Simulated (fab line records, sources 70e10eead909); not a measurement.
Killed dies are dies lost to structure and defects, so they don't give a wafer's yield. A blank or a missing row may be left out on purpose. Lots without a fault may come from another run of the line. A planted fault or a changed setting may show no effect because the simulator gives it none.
A struck lot beside a sound one | flow nand_harc | 16 steps out of a route of 1302
Sound: wafers L918.1, L918.4, L918.5. Struck: wafers L934.1, L934.2, L934.5. The cause comes at the end.
At each step with rows: each side's tool, then ch and its chambers, then its first start. Under that, the readings that differ: sound wafers | struck wafers | difference of the means | sigmas: that difference in standard deviations of wafers without a fault.
alike: readings whose means differ by less than 2 such deviations, and words and numbers that are the same on both sides. not compared: withheld readings, readings that some wafer has no value for, bounds like >300 that may hide the same value, and numbers for which the record gives no deviation and whose values overlap.
The two part at a step that has a row with sigmas, a row that says differs or no value, or rows on one side only. Numbers that don't overlap but have no deviation are shown without sigmas and don't part them. A reading that every wafer of one side lacks parts them only if that side has two wafers or more.

first, 1 step without rows for these wafers: NHARC_P_ZERO_WELL_HARDBAKE_25 (time 80 s).
NHARC_P_ZERO_WELL_DESCUM_26: chemistry O2, time 3 s.
  sound on rie_diel-07 ch 2,3, day 1 06:52; struck on rie_diel-01 ch 0,1,3, day 7 14:55
  alike: chamber_pressure_mTorr, drypump_motor_current_A, oes_product_au, rf_vpp_V, showerhead_plenum_p_Torr, throttle_valve_pct
  not compared: rf_hours_counter_h
then, 10 steps without rows for these wafers: NHARC_P_ZERO_WELL_IMPLANT_27; NHARC_P_ZERO_WELL_IMPLANT_57; NHARC_P_ZERO_WELL_IMPLANT_58; NHARC_P_ZERO_WELL_STRIP_28 (strips in SPM, time 840 s); NHARC_P_ZERO_WELL_DEHYDRATE_29 (time 120 s); NHARC_P_ZERO_WELL_HMDS_30 (time 30 s); NHARC_P_ZERO_WELL_COAT_31; NHARC_P_ZERO_WELL_SOFTBAKE_32 (time 95 s); NHARC_P_ZERO_WELL_EBR_33; NHARC_P_ZERO_WELL_EXPOSE_34 (exposes mask P PWELL, target cd 720 nm).
NHARC_P_ZERO_WELL_PEB_35: peb time 85 s.
  sound on litho_track-02 ch 0, day 1 08:07; struck on litho_track-02 ch 0, day 7 16:16
  reading                  | sound                | struck               | difference | sigmas
  heater_power_total_W (W) | 163.73 164.46 163.54 | 189.31 189.03 189.22 | +25.28     | +87
  plate_temp_C (C)         | 118.00 117.83 118.07 | 131.05 131.29 131.20 | +13.21     | +94
then, 1 step without rows for these wafers: NHARC_P_ZERO_WELL_DEVELOP_36 (time 70 s).
NHARC_P_ZERO_WELL_CD_MEAS_37: target cd 720 nm.
  sound on cd_sem-02 ch 0, day 1 08:13; struck on cd_sem-03 ch 0, day 7 16:21
  reading    | sound             | struck            | difference | sigmas
  cd_nm (nm) | 719.5 717.0 718.3 | 728.9 724.9 728.6 | +9.2       | +5
then, 1 step without rows for these wafers: NHARC_P_ZERO_WELL_HARDBAKE_38 (time 80 s).

WHERE THEY PART
First at NHARC_P_ZERO_WELL_PEB_35; last, within this record, at NHARC_P_ZERO_WELL_CD_MEAS_37.

WHY: what the simulator had put in
Process parameter drift: litho_track-02, from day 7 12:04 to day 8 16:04, at NHARC_P_ZERO_WELL_PEB_35. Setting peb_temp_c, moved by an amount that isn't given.
